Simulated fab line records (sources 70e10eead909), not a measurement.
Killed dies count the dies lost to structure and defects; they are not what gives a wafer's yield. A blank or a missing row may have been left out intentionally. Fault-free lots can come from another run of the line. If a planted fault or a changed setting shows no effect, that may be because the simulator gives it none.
Matching of chambers :: flow nand harc :: NHARC_P_GATE_DESCUM_13 on rie diel-11: 4 sister chambers
The step chemistry O2, time 3 s. 4 wafers are shown with their chamber, then 9 later ones without.

== WAFERS WITH THEIR CHAMBER ==
wafer: L376.4
chamber: 2
showerhead plenum p Torr (Torr): 1.86

wafer: L377.2
chamber: 1
showerhead plenum p Torr (Torr): 1.94

wafer: L377.3
chamber: 0
showerhead plenum p Torr (Torr): 2.04

wafer: L377.6
chamber: 3
showerhead plenum p Torr (Torr): 1.88

== WAFERS MISSING THEIR CHAMBER ==
wafer: L378.2
showerhead plenum p Torr (Torr): 1.94

wafer: L378.3
showerhead plenum p Torr (Torr): 2.04

wafer: L378.5
showerhead plenum p Torr (Torr): 2.04

wafer: L388.1
showerhead plenum p Torr (Torr): 1.88

wafer: L388.2
showerhead plenum p Torr (Torr): 1.86

wafer: L388.4
showerhead plenum p Torr (Torr): 1.93

wafer: L389.1
showerhead plenum p Torr (Torr): 1.93

wafer: L389.3
showerhead plenum p Torr (Torr): 1.88

wafer: L389.6
showerhead plenum p Torr (Torr): 1.88

== CHAMBER TAKEN BY EACH ==
wafer: L378.2
from the rows above: 1
in truth: 1

wafer: L378.3
from the rows above: 0
in truth: 0

wafer: L378.5
from the rows above: 0
in truth: 0

wafer: L388.1
from the rows above: 3
in truth: 3

wafer: L388.2
from the rows above: 2
in truth: 2

wafer: L388.4
from the rows above: 1
in truth: 1

wafer: L389.1
from the rows above: 1
in truth: 1

wafer: L389.3
from the rows above: 3
in truth: 3

wafer: L389.6
from the rows above: 3
in truth: 3
Correct placement for 9 of the 9. Can't be placed from these rows: 0. Wrongly placed: 0.
How it was worked out, from the rows above alone: a wafer's distance from a chamber is the root of the sum, over the readings, of the square of ((its reading less the chamber's mean) divided by the reading's scatter). If the next closest chamber is less than 2 further off than the closest, the wafer can't be placed; otherwise it belongs to the closest. A chamber's mean is the mean of its shown wafers. The scatter: root of mean squared gap, hidden wafer to nearest shown wafer, with one shown wafer a chamber.
